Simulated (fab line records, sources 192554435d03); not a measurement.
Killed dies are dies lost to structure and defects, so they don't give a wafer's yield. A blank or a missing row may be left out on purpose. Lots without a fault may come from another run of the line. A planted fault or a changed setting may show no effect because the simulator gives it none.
Split-lot experiment | flow n5_finfet | 7 lots, 21 wafers read, on a route of 1938 steps

THE SPLIT
At N5_BEOL_M8_DESCUM_33 (chemistry O2, time 7 s), the setting time_s was moved away from the recipe's 7 s on 4 of the 21 wafers read, by -20.8% to +16.1%. The other wafers ran this setting at the recipe's value.

The file shows no step between the split and the reading.

THE READING
CAR-EUV_of_BEOL_M8_COAT_22.thk_nm (the simulator's own value, which no gauge read), in nm, at N5_BEOL_M8_ETCH_72 (etches underlayer in N2/H2, target depth 6.5 nm, time 5.2 s). The file gives no usual value for it. The 17 wafers here that ran the recipe average 20.3 nm, standard deviation 0.1 nm.

wafer  | tool, chamber at the split | time_s as run, s | against the recipe | CAR-EUV_of_BEOL_M8_COAT_22.thk_nm, nm | against lot-mates on the recipe
L075.1 | rie_diel-06, 1             | 7                | recipe             | 20.4                                  | -
L075.2 | rie_diel-06, 2             | 7                | recipe             | 20.4                                  | -
L075.6 | rie_diel-06, 2             | 8.125            | +16.1%             | 19.8                                  | -0.6
L083.1 | rie_diel-01, 3             | 5.545            | -20.8%             | 21                                    | +0.8
L083.5 | rie_diel-01, 0             | 5.545            | -20.8%             | 21                                    | +0.8
L083.3 | rie_diel-01, 2             | 7                | recipe             | 20.2                                  | -
L092.1 | rie_diel-05, 3             | 7.811            | +11.6%             | 19.8                                  | -0.4
L092.3 | rie_diel-05, 1,2           | 7                | recipe             | 20.2                                  | -
L092.4 | rie_diel-05, 1,2           | 7                | recipe             | 20.2                                  | -
L091.1 | rie_diel-06, 1,0,3         | 7                | recipe             | 20.4                                  | -
L091.2 | rie_diel-06, 1,0,3         | 7                | recipe             | 20.2                                  | -
L091.3 | rie_diel-06, 1,0,3         | 7                | recipe             | 20.2                                  | -
L095.3 | rie_diel-06, 0             | 7                | recipe             | 20.2                                  | -
L095.4 | rie_diel-06, 1             | 7                | recipe             | 20.4                                  | -
L095.5 | rie_diel-06, 1             | 7                | recipe             | 20.4                                  | -
L096.1 | rie_diel-05, 1,0           | 7                | recipe             | 20.4                                  | -
L096.4 | rie_diel-05, 1,0           | 7                | recipe             | 20.4                                  | -
L096.5 | rie_diel-05, 3             | 7                | recipe             | 20.2                                  | -
L097.1 | rie_diel-06, 3             | 7                | recipe             | 20.2                                  | -
L097.6 | rie_diel-06, 3             | 7                | recipe             | 20.2                                  | -
L097.4 | rie_diel-06, 2             | 7                | recipe             | 20.4                                  | -
Where a row lists several chambers, the file gives one row for several wafers and doesn't say which wafer went through which chamber.

THE FIT
A straight line over all 21 wafers: CAR-EUV_of_BEOL_M8_COAT_22.thk_nm changes by -0.0343 nm for each +1% of time_s; r = -0.94; the points scatter about the line by 0.098 nm.
The same after taking each lot's own level away (the mean of its wafers on the recipe; 21 wafers): -0.0378 nm for each +1%; r = -0.97; scatter 0.076 nm.
On that fit, the largest move of time_s shifts the reading by 0.79 nm.
The lots' own levels span 20.20 to 20.40 nm, that is 2.0 times the standard deviation above.
So the lot-to-lot level changes the slope little: the two slopes agree.
Check: with one of the wafers moved furthest among these (-20.8%) left out of the fit, the line predicts +0.782 nm for it against its lot-mates. It came out at +0.8 nm against them.

OTHER SPLITS ON THESE WAFERS
These wafers also went through other splits before the reading. Each is held against what the fit with the lots' levels taken away leaves over:
other split on the same wafers    | wafers away from the commonest value | r with CAR-EUV_of_BEOL_M8_COAT_22.thk_nm (lot level and that fit taken away)
N5_BEOL_M4_COAT_62 spin_rpm       | 4                                    | -0.04
N5_BEOL_M5_HM_DEP_02 target_thk_a | 7                                    | +0.25
N5_BEOL_M5_COAT_05 spin_rpm       | 4                                    | -0.25
N5_BEOL_M7_VIA_ETCH_34 source_w   | 9                                    | -0.10

THE WHOLE CHAIN: every reading that the file lists as answering this split, in the file's order
step                 | what it does                                                | reading                                                                            | change (the file's fit)                | r (the file's)
N5_BEOL_M8_DESCUM_33 | chemistry O2, time 7 s                                      | CAR-EUV_of_BEOL_M8_COAT_22.thk_nm (the simulator's own value, which no gauge read) | -0.033 nm for each +1% of the setting  | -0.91
N5_BEOL_M8_ETCH_72   | etches underlayer in N2/H2, target depth 6.5 nm, time 5.2 s | CAR-EUV_of_BEOL_M8_COAT_22.thk_nm (the simulator's own value, which no gauge read) | -0.0375 nm for each +1% of the setting | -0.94

THE FILE'S OWN FIT
CAR-EUV_of_BEOL_M8_COAT_22.thk_nm changes by -0.0375 nm for each +1% of time_s, r = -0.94.
